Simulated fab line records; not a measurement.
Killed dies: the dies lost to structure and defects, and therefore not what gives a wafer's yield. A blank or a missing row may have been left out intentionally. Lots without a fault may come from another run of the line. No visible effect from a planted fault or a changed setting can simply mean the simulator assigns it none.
fab line records -- flow nand-harc
record lots=11, wafers=33, last-day=24
route steps=1159 shown A_CHANNEL_HOLE_D1@467 END@1159
lots that met no fault: taken from a fault-free run of the same line
start-h: hours from the record's opening day to when the first of the lot's shown wafers began -- wait-h: hours from the lot's prior step to this one -- " as in the row above -- L1.1+2: a single row standing in for several wafers -- - no value, or no start was given -- * or withheld: withheld -- < > ~ a bound
route shown NAME@n: a module of which the file shows steps, and the number in the route of the first -- usual: the fault-free wafers' mean and standard deviation -- same: alike in all rows -- chamber/n: place in a boat -- sites: the reading at each site -- _std_site: the values' standard deviation -- _edge_site: inner sites' mean taken away from outer sites' mean -- radius-mm: for every site, how far away it sits from the centre of the wafer -- mask NAME#n: copy n -- behind: the tool/chamber that last shaped the wafer -- hold: what put the lot on hold/how long, in hours/how the hold closed -- device: which transistor (n, p or np) failed to switch -- end of line: the same wafers' tests at the end of the route -- a step with no rows: only its recipe -- killed: not the wafer's yield, but the dies lost to structure and defects at the first sort -- map: dies across one wafer; x = killed, . = not, _ = none there
set.NAME: the run value of the setting; set.NAME@STEP: its run value at that earlier step -- model.NAME: the simulator's own value behind a step, which no gauge read
one table for each step of the route and one row for each wafer, over a sample of lots
services: from which hour (start-h, from the record's first day; less than 0 if before it) a tool's chamber was out of use, for how many hours, and why
## steps
# step NHARC_A_CHANNEL_HOLE_D1_ETCH_39
# recipe target-depth-a=2600, over-etch-frac=0.3, time-s=325, ion-energy-ev=200, n2-flow-sccm=150, h2-flow-sccm=150, ar-flow-sccm=0, rf-w=400, bias-w=150, chemistry=N2/H2
# usual drypump-motor-current-A=5.7/0.43, oes-product-au=0.999/0.0078, rf-vpp-V=429.7/2.3, showerhead-plenum-p-Torr=2.01/0.081, throttle-valve-pct=14.171/0.0095
# same time-s=325
lot.wafer,tool,chamber,start-h,wait-h,drypump-motor-current-A,oes-product-au,rf-hours-counter-h,rf-vpp-V,showerhead-plenum-p-Torr,throttle-valve-pct
L222.1,rie-diel-02,0,-,-,5.6,0.995,1,432.1,2.04,14.179
L222.3,rie-diel-02,3,-,-,5.1,0.990,1,428.1,1.93,14.167
L222.5,rie-diel-02,1,-,-,5.5,0.998,-,428.3,1.96,14.172
L225.3,rie-diel-12,3,-,-,5.8,1.005,9,428.6,2.01,14.170
L225.4,rie-diel-12,0,-,-,6.1,0.997,9,429.7,2.06,14.167
L225.5,rie-diel-12,3,-,-,5.9,1.010,-,429.4,2.01,14.168
L227.1,rie-diel-02,1,-,-,5.6,0.985,3,429.1,1.96,14.172
L227.4,rie-diel-02,2,-,-,5.5,0.986,1,433.4,2.12,14.191
L227.6,rie-diel-02,0,-,-,5.6,0.995,-,428.9,2.04,14.185
L230.3,rie-diel-02,1,-,-,5.6,0.992,5,428.5,1.96,14.151
L230.4,rie-diel-02,0,-,-,5.6,1.004,5,429.8,2.04,14.174
L230.6,rie-diel-02,1,-,-,5.6,1.000,-,427.8,1.96,14.156
L234.2,rie-diel-02,1,-,-,5.6,0.984,8,428.8,1.96,14.183
L234.4,rie-diel-02,3,-,-,5.1,0.995,6,429.1,1.93,14.177
L234.5,rie-diel-02,1,-,-,5.6,1.001,-,428.8,1.96,14.180
L238.4,rie-diel-04,2,-,-,5.0,1.005,13,428.4,1.97,14.181
L238.2,rie-diel-04,3,-,-,6.2,1.007,12,426.8,1.92,14.185
L238.1,rie-diel-04,0,-,-,5.1,0.998,9,432.1,2.08,14.170
L240.2,rie-diel-12,3,-,-,5.9,1.002,2,430.9,2.00,14.151
L240.1,rie-diel-12,1,-,-,5.6,1.002,3,429.4,1.96,14.166
L240.4,rie-diel-12,2,-,-,5.9,0.995,-,434.7,2.20,14.173
L239.3,rie-diel-12,3,-,-,5.9,1.004,2,429.9,2.01,14.180
L239.1,rie-diel-12,1,-,-,5.6,1.009,3,427.3,1.96,14.163
L239.5,rie-diel-12,3,-,-,5.9,1.007,-,429.9,2.01,14.164
L242.1,rie-diel-12,0,-,-,6.1,1.008,2,432.0,2.05,14.177
L242.3,rie-diel-12,1,-,-,5.6,1.005,5,428.1,1.96,14.184
L242.5,rie-diel-12,0,-,-,6.1,1.008,-,432.0,2.05,14.174
L243.2,rie-diel-04,3,-,-,6.2,0.995,0,427.7,1.92,14.150
L243.5,rie-diel-04,1,-,-,6.4,1.001,-,428.5,1.95,14.170
L243.4,rie-diel-04,3,-,-,6.2,0.998,-,429.1,1.92,14.155
L244.1,rie-diel-12,3,-,-,5.9,1.003,5,430.4,2.00,14.173
L244.4,rie-diel-12,2,-,-,5.9,1.001,6,434.7,2.20,14.177
L244.5,rie-diel-12,0,-,-,6.1,1.013,-,431.7,2.05,14.163
# step NHARC_A_CHANNEL_HOLE_D1_ETCH_16
# recipe target-depth-a=31000, over-etch-frac=0.3, time-s=806, ion-energy-ev=150, o2-flow-sccm=400, cos-flow-sccm=20, ar-flow-sccm=0, rf-w=500, bias-w=300, chemistry=O2/COS
# usual drypump-motor-current-A=5.6/0.43, oes-product-au=1.000/0.0073, rf-vpp-V=313.7/1.8, showerhead-plenum-p-Torr=3.09/0.12, throttle-valve-pct=28.329/0.0094
# same time-s=806
lot.wafer,tool,chamber,start-h,wait-h,drypump-motor-current-A,oes-product-au,rf-hours-counter-h,rf-vpp-V,showerhead-plenum-p-Torr,throttle-valve-pct
L222.3,rie-diel-02,0,-,-,5.6,1.012,1,313.9,3.13,28.322
L222.1,rie-diel-02,1,-,-,5.6,0.999,1,314.5,3.01,28.334
L222.5,rie-diel-02,1,-,-,5.6,0.994,-,312.2,3.01,28.327
L225.3,rie-diel-12,3,-,-,5.9,1.000,10,312.7,3.07,28.330
L225.4,rie-diel-12,1,-,-,5.6,0.993,9,313.7,3.01,28.338
L225.5,rie-diel-12,3,-,-,5.9,0.995,-,311.1,3.07,28.344
L227.4,rie-diel-02,1,-,-,5.5,0.991,4,314.0,3.01,28.338
L227.1,rie-diel-02,0,-,-,5.6,1.007,4,314.9,3.12,28.323
L227.6,rie-diel-02,2,-,-,5.4,1.002,-,314.9,3.24,28.321
L230.4,rie-diel-02,3,-,-,5.1,0.999,4,312.5,2.96,28.326
L230.3,rie-diel-02,0,-,-,5.6,1.000,5,313.1,3.12,28.312
L230.6,rie-diel-02,2,-,-,5.5,0.986,-,314.7,3.24,28.310
L234.2,rie-diel-02,0,-,-,5.6,1.004,8,314.5,3.12,28.325
L234.4,rie-diel-02,1,-,-,5.5,0.988,8,312.0,3.01,28.323
L234.5,rie-diel-02,0,-,-,5.6,1.003,-,313.9,3.12,28.335
L238.4,rie-diel-04,3,-,-,6.2,0.980,12,312.9,2.96,28.334
L238.1,rie-diel-04,0,-,-,5.1,0.996,9,314.8,3.17,28.320
L238.2,rie-diel-04,2,-,-,5.0,1.000,13,312.4,3.02,28.320
L240.1,rie-diel-12,3,-,-,5.9,1.004,2,314.2,3.07,28.329
L240.2,rie-diel-12,1,-,-,5.6,1.007,3,313.1,3.01,28.326
L240.4,rie-diel-12,1,-,-,5.6,1.008,-,312.3,3.01,28.326
L239.3,rie-diel-12,2,-,-,5.9,1.005,4,318.3,3.35,28.323
L239.1,rie-diel-12,1,-,-,5.6,1.003,4,310.9,3.01,28.329
L239.5,rie-diel-12,1,-,-,5.6,0.998,-,311.9,3.01,28.314
L242.1,rie-diel-12,2,-,-,5.9,1.012,5,318.2,3.35,28.335
L242.3,rie-diel-12,3,-,-,5.9,0.998,4,314.7,3.07,28.326
L242.5,rie-diel-12,3,-,-,5.9,1.011,-,312.9,3.07,28.321
L243.4,rie-diel-04,3,-,-,6.2,1.004,0,312.2,2.96,28.342
L243.2,rie-diel-04,0,-,-,5.1,1.011,0,315.4,3.17,28.318
L243.5,rie-diel-04,0,-,-,5.2,0.998,-,314.3,3.17,28.339
L244.4,rie-diel-12,3,-,-,5.9,0.998,5,312.9,3.07,28.323
L244.1,rie-diel-12,2,-,-,5.9,0.999,6,316.3,3.35,28.317
L244.5,rie-diel-12,0,-,-,6.1,1.008,-,313.3,3.14,28.328
# step NHARC_A_CHANNEL_HOLE_D1_ETCH_19
# recipe bias-v=1200, source-w=2500, pressure-mtorr=15, time-s=34.5, ar-flow-sccm=375, c4f8-flow-sccm=28.8, o2-flow-sccm=96.2, temp-c=-20, target-depth-a=*, chemistry=C4F8/O2/Ar
# usual drypump-motor-current-A=5.67/0.13, showerhead-plenum-p-Torr=3.78/0.099, throttle-valve-pct=37.038/0.0081
# same time-s=34.5
lot.wafer,tool,chamber,start-h,wait-h,drypump-motor-current-A,rf-hours-counter-h,showerhead-plenum-p-Torr,throttle-valve-pct
L222.1,har-etch-02,1,172.65,0.1,5.80,105,3.92,37.034
L222.3,har-etch-02,0,172.65,0.1,5.72,-,3.68,37.047
L222.5,har-etch-02,1,172.65,0.1,5.77,-,3.92,37.041
L225.3,har-etch-02,1,190.75,0.1,5.83,-,3.92,37.038
L225.4,har-etch-02,0,190.75,0.1,5.73,-,3.67,37.036
L225.5,har-etch-02,0,190.75,0.1,5.73,-,3.67,37.035
L227.1,har-etch-02,1,208.60,0.1,5.83,122,3.91,37.040
L227.4,har-etch-02,1,208.60,0.1,5.86,-,3.91,37.038
L227.6,har-etch-02,0,208.60,0.1,5.73,-,3.67,37.034
L230.3,har-etch-02,0,219.46,0.1,5.73,-,3.66,37.033
L230.4,har-etch-02,1,219.46,0.1,5.80,-,3.91,37.040
L230.6,har-etch-02,0,219.46,0.1,5.72,-,3.66,37.040
L234.2,har-etch-01,0,252.19,0.1,5.47,210,3.71,37.052
L234.4,har-etch-01,0,252.19,0.1,5.48,-,3.71,37.035
L234.5,har-etch-01,1,252.19,0.1,5.62,-,3.83,37.057
L238.1,har-etch-01,1,271.65,0.8,5.63,218,3.82,37.028
L238.2,har-etch-01,0,271.65,0.8,5.45,218,3.71,37.036
L238.4,har-etch-01,0,271.65,0.8,5.48,-,3.71,37.029
L240.1,har-etch-02,0,272.01,0.6,5.72,154,3.65,37.037
L240.2,har-etch-02,1,272.01,0.6,5.83,154,3.89,37.046
L240.4,har-etch-02,0,272.01,0.6,5.71,-,3.65,37.040
L239.1,har-etch-01,0,275.80,2.9,5.42,222,3.71,37.047
L239.3,har-etch-01,0,275.80,2.9,5.46,-,3.71,37.044
L239.5,har-etch-01,1,275.80,2.9,5.63,-,3.82,37.037
L242.1,har-etch-02,0,292.60,0.1,5.72,164,3.64,37.036
L242.3,har-etch-02,0,292.60,0.1,5.73,-,3.64,37.039
L242.5,har-etch-02,1,292.60,0.1,5.85,-,3.89,37.034
L243.2,har-etch-02,0,303.69,0.1,5.71,168,3.64,37.050
L243.4,har-etch-02,0,303.69,0.1,5.71,-,3.64,37.035
L243.5,har-etch-02,1,303.69,0.1,5.82,-,3.89,37.039
L244.1,har-etch-02,0,309.01,0.1,5.73,172,3.64,37.046
L244.4,har-etch-02,0,309.01,0.1,5.74,-,3.64,37.045
L244.5,har-etch-02,1,309.01,0.1,5.83,-,3.88,37.049
# step NHARC_A_CHANNEL_HOLE_D1_ETCH_44
# recipe target-depth-a=1400, overetch-a=140, time-s=77, ion-energy-ev=100, cf4-flow-sccm=80, o2-flow-sccm=20, ar-flow-sccm=0, rf-w=300, bias-w=100, chemistry=CF4/O2
# usual cf4-flow-sccm=80.01/0.24, drypump-motor-current-A=5.7/0.42, oes-product-au=1.002/0.0074, rf-vpp-V=197.6/1.4, showerhead-plenum-p-Torr=1.32/0.052, throttle-valve-pct=13.397/0.0085
# same time-s=77
lot.wafer,tool,chamber,start-h,wait-h,cf4-flow-sccm,drypump-motor-current-A,oes-product-au,rf-hours-counter-h,rf-vpp-V,showerhead-plenum-p-Torr,throttle-valve-pct
L222.1,rie-diel-12,0,177.36,0.1,79.90,6.2,1.000,8,197.4,1.35,13.404
L222.3,rie-diel-12,1,177.36,0.1,79.77,5.6,0.994,8,195.3,1.29,13.404
L222.5,rie-diel-12,3,177.36,0.1,79.44,5.9,0.990,-,197.5,1.31,13.389
L225.4,rie-diel-02,2,195.45,0.1,80.10,5.5,0.990,1,199.5,1.39,13.404
L225.3,rie-diel-02,3,195.45,0.1,79.91,5.1,1.000,2,196.4,1.27,13.405
L225.5,rie-diel-02,2,195.45,0.1,79.94,5.5,1.000,-,198.5,1.39,13.413
L227.1,rie-diel-02,1,213.43,0.1,80.26,5.5,0.992,5,197.5,1.28,13.404
L227.4,rie-diel-02,2,213.43,0.1,80.49,5.4,0.990,2,199.7,1.39,13.388
L227.6,rie-diel-02,2,213.43,0.1,80.01,5.4,0.997,-,198.0,1.39,13.402
L230.4,rie-diel-12,3,224.14,0.1,80.23,5.8,0.990,0,196.6,1.31,13.406
L230.3,rie-diel-12,1,224.14,0.1,80.22,5.6,0.992,0,196.1,1.29,13.383
L230.6,rie-diel-12,3,224.14,0.1,80.25,5.8,1.000,-,197.6,1.31,13.399
L234.2,rie-diel-04,3,256.87,0.0,80.25,6.2,0.995,11,196.9,1.26,13.401
L234.4,rie-diel-04,2,256.87,0.0,79.68,5.0,1.009,12,196.4,1.29,13.402
L234.5,rie-diel-04,0,256.87,0.0,80.00,5.2,1.013,-,197.0,1.36,13.404
L238.1,rie-diel-04,0,276.36,0.1,79.96,5.1,1.005,10,198.8,1.36,13.403
L238.4,rie-diel-04,1,276.36,0.1,79.38,6.4,1.000,13,196.8,1.28,13.404
L238.2,rie-diel-04,2,276.36,0.1,80.17,5.0,1.004,14,197.9,1.29,13.389
L240.2,rie-diel-12,2,276.76,0.1,79.86,5.9,0.998,4,199.1,1.43,13.408
L240.1,rie-diel-12,1,276.76,0.1,79.84,5.6,0.999,4,198.7,1.28,13.398
L240.4,rie-diel-12,2,276.76,0.1,79.94,5.9,1.003,-,200.6,1.43,13.408
L239.3,rie-diel-12,2,280.51,0.1,79.56,5.9,1.014,4,199.2,1.43,13.399
L239.1,rie-diel-12,0,280.51,0.1,79.28,6.2,1.010,2,198.6,1.34,13.381
L239.5,rie-diel-12,3,280.51,0.1,79.81,5.8,1.001,-,196.5,1.31,13.398
L242.1,rie-diel-12,2,297.29,0.1,80.12,5.9,1.011,6,199.4,1.43,13.399
L242.3,rie-diel-12,0,297.29,0.1,80.19,6.1,1.001,3,199.2,1.34,13.387
L242.5,rie-diel-12,2,297.29,0.1,80.09,5.9,1.014,-,201.2,1.43,13.399
L243.4,rie-diel-04,0,308.40,0.1,80.00,5.1,1.014,0,198.3,1.36,13.411
L243.2,rie-diel-04,2,308.40,0.1,79.71,5.0,1.015,0,197.4,1.29,13.390
L243.5,rie-diel-04,0,308.40,0.1,79.68,5.1,1.005,-,198.2,1.36,13.392
L244.1,rie-diel-02,3,313.70,0.1,80.16,5.1,1.004,11,195.3,1.26,13.403
L244.4,rie-diel-02,1,313.70,0.1,80.15,5.6,0.991,11,197.1,1.28,13.398
L244.5,rie-diel-02,3,313.70,0.1,79.71,5.1,0.999,-,196.4,1.26,13.383
# step NHARC_A_CHANNEL_HOLE_D1_INSPECT_40
# usual raw-defect-count=61/16
lot.wafer,tool,chamber,start-h,wait-h,raw-defect-count
L222.1,defect-inspect-01,-,178.32,-,65
L222.3,defect-inspect-01,-,178.32,-,28
L222.5,defect-inspect-01,-,178.32,-,57
L225.3,defect-inspect-01,-,196.43,-,289
L225.4,defect-inspect-01,-,196.43,-,308
L225.5,defect-inspect-01,-,196.43,-,285
L227.1,defect-inspect-01,-,214.74,-,321
L227.4,defect-inspect-01,-,214.74,-,369
L227.6,defect-inspect-01,-,214.74,-,303
L230.3,defect-inspect-02,-,225.19,-,359
L230.4,defect-inspect-02,-,225.19,-,344
L230.6,defect-inspect-02,-,225.19,-,303
L234.2,defect-inspect-02,-,257.91,-,55
L234.4,defect-inspect-02,-,257.91,-,67
L234.5,defect-inspect-02,-,257.91,-,98
L238.1,defect-inspect-02,-,277.34,-,61
L238.2,defect-inspect-02,-,277.34,-,77
L238.4,defect-inspect-02,-,277.34,-,97
L240.1,defect-inspect-01,-,277.88,-,59
L240.2,defect-inspect-01,-,277.88,-,48
L240.4,defect-inspect-01,-,277.88,-,56
L239.1,defect-inspect-01,-,281.49,-,69
L239.3,defect-inspect-01,-,281.49,-,92
L239.5,defect-inspect-01,-,281.49,-,86
L242.1,defect-inspect-01,-,298.28,-,81
L242.3,defect-inspect-01,-,298.28,-,44
L242.5,defect-inspect-01,-,298.28,-,60
L243.2,defect-inspect-01,-,309.38,-,66
L243.4,defect-inspect-01,-,309.38,-,57
L243.5,defect-inspect-01,-,309.38,-,85
L244.1,defect-inspect-01,-,314.73,-,66
L244.4,defect-inspect-01,-,314.73,-,64
L244.5,defect-inspect-01,-,314.73,-,62
# step NHARC_END_SORT_01
# recipe temp-c=25
# usual killed-at-array=28/11, killed-at-other=0.8/1.3, killed-at-periphery=3.6/2.5, killed-dies=32/11, killed-open=3.0/1.8, killed-short=2.0/1.5
# same gross-dies=677
lot.wafer,tool,chamber,start-h,wait-h,killed-at-array,killed-at-other,killed-at-periphery,killed-dies,killed-open,killed-short
L225.3,prober-02,0,486.71,3.1,73,0,4,77,2,2
L225.4,prober-02,0,487.51,3.4,84,0,5,89,4,1
L225.5,prober-02,0,488.30,3.7,70,0,3,73,1,1
L227.1,prober-02,0,492.89,2.5,77,0,8,85,4,5
L227.4,prober-02,0,495.30,3.4,79,1,3,83,3,6
L227.6,prober-02,0,496.90,4.0,78,1,2,81,0,1
L230.3,prober-01,0,502.46,3.1,85,1,2,88,1,0
L230.4,prober-01,0,503.27,3.4,81,0,6,87,2,3
L230.6,prober-01,0,504.88,4.0,86,0,5,91,3,2
# killed by level:class
L225.3 A_CHANNEL_HOLE_D1:unspecified=59 A_CONTACT:chamber-film-flake=5 A_STAIRCASE:chamber-film-flake=3 A_M0:geometric-particle:open=2 P_ZERO_WELL:chamber-film-flake=2 A_ONON_D1:geometric-particle:short=1 A_CHANNEL_FILL_D1:geometric-particle:short=1 P_STI:chamber-film-flake=1
L225.4 A_CHANNEL_HOLE_D1:unspecified=72 A_STAIRCASE:chamber-film-flake=5 A_CONTACT:chamber-film-flake=2 P_M0:geometric-particle:open=1 A_SOURCE_PLATE:geometric-particle:open=1 A_BLC:geometric-particle:open=1 A_M0:geometric-particle:open=1 A_M0:geometric-particle:short=1
L225.5 A_CHANNEL_HOLE_D1:unspecified=60 A_STAIRCASE:chamber-film-flake=4 P_STI:chamber-film-flake=2 A_CHANNEL_HOLE_D1:chamber-film-flake=2 A_SOURCE_PLATE:geometric-particle:open=1 A_SOURCE_PLATE:geometric-particle:short=1 P_M1:chamber-film-flake=1 A_SLIT:chamber-film-flake=1
L227.1 A_CHANNEL_HOLE_D1:unspecified=65 A_STAIRCASE:chamber-film-flake=3 P_CONTACT:geometric-particle:short=2 P_M0:geometric-particle:open=2 A_CHANNEL_FILL_D1:geometric-particle:short=2 A_ZERO_WELL:chamber-film-flake=2 A_CONTACT:chamber-film-flake=2 P_M1:geometric-particle:short=1
L227.4 A_CHANNEL_HOLE_D1:unspecified=64 A_STAIRCASE:chamber-film-flake=5 A_WL_FILL:geometric-particle:short=2 A_CONTACT:chamber-film-flake=2 P_STI:geometric-particle:short=1 P_M1:geometric-particle:open=1 A_ONON_D1:geometric-particle:short=1 A_CHANNEL_FILL_D1:geometric-particle:short=1
L227.6 A_CHANNEL_HOLE_D1:unspecified=72 P_ZERO_WELL:chamber-film-flake=2 A_STAIRCASE:chamber-film-flake=2 A_ONON_D1:geometric-particle:short=1 A_ZERO_WELL:chamber-film-flake=1 THIN_TSV:chamber-film-flake=1 A_SLIT:chamber-film-flake=1 A_CONTACT:chamber-film-flake=1
L230.3 A_CHANNEL_HOLE_D1:unspecified=66 A_SLIT:chamber-film-flake=17 P_M1:geometric-particle:open=1 P_M0:chamber-film-flake=1 A_CHANNEL_HOLE_D1:chamber-film-flake=1 A_STAIRCASE:chamber-film-flake=1 THIN_TSV:chamber-film-flake=1
L230.4 A_CHANNEL_HOLE_D1:unspecified=68 A_SLIT:chamber-film-flake=8 P_M1:geometric-particle:short=2 P_M0:chamber-film-flake=2 A_CHANNEL_HOLE_D1:chamber-film-flake=2 P_GATE:geometric-particle:open=1 A_WL_FILL:geometric-particle:short=1 A_WL_FILL:geometric-particle:open=1
L230.6 A_CHANNEL_HOLE_D1:unspecified=63 A_SLIT:chamber-film-flake=15 P_M0:chamber-film-flake=3 A_STAIRCASE:chamber-film-flake=3 P_M1:geometric-particle:open=1 A_ONON_D1:geometric-particle:short=1 A_CHANNEL_FILL_D1:geometric-particle:open=1 A_WL_FILL:geometric-particle:short=1
## services
tool,chamber,start-h,hours,kind
rie-diel-02,-,150.70,9.0,pm
rie-diel-12,0,156.90,-,clean
rie-diel-12,1,156.90,-,clean
rie-diel-12,2,156.90,-,clean
rie-diel-12,3,156.90,-,clean
rie-diel-04,2,168.41,2.5,repair
rie-diel-02,2,174.29,8.0,repair
rie-diel-12,0,181.40,-,clean
rie-diel-12,1,181.40,-,clean
rie-diel-12,2,181.40,-,clean
rie-diel-12,3,181.40,-,clean
rie-diel-12,-,202.40,9.0,pm
rie-diel-12,0,202.40,9.0,vent-cycle
rie-diel-12,0,231.48,9.0,repair
har-etch-02,-,237.66,0.1,repair
rie-diel-12,3,240.93,16.4,repair
rie-diel-12,1,242.28,2.0,repair
rie-diel-12,2,256.09,2.7,repair
rie-diel-12,0,262.43,15.7,repair
rie-diel-04,0,285.42,17.4,repair
rie-diel-04,3,287.17,7.0,repair
rie-diel-04,-,289.25,9.0,pm
rie-diel-12,2,294.41,2.8,repair
har-etch-01,-,307.91,17.0,pm
## key
first-sign step=NHARC_A_CHANNEL_HOLE_D1_INSPECT_40, reading=raw-defect-count, direction=up, sigmas=16, usual=61, struck=320
effect step=NHARC_END_SORT_01, reading=killed-at-array, direction=up, sigmas=4.9, usual=28, struck=79
more-kills-born-at NHARC_A_CHANNEL_HOLE_D1_ETCH_19@har-etch-02=567
met-at NHARC_A_CHANNEL_HOLE_D1_ETCH_19
struck-lots L225,L227,L230
tester-left-out L225,L227,L230
not-acting-at NHARC_A_CHANNEL_HOLE_D1_ETCH_39,NHARC_A_CHANNEL_HOLE_D1_ETCH_16,NHARC_A_CHANNEL_HOLE_D1_ETCH_44
onset-between 172.65 190.75
fault kind=chamber-particle-source, tool=har-etch-02, chamber=-, onset-h=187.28, steps=NHARC_A_CHANNEL_HOLE_D1_ETCH_19, rate-per-visit-cm2=0.42348, end-h=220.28
# tester-left-out: of these lots the tester's yield and bins aren't shown, on N5 and GAA mostly nor the transistor test; their killed dies are dies lost to structure and defects alone, not to doping, threshold or leakage, so they don't give the yield
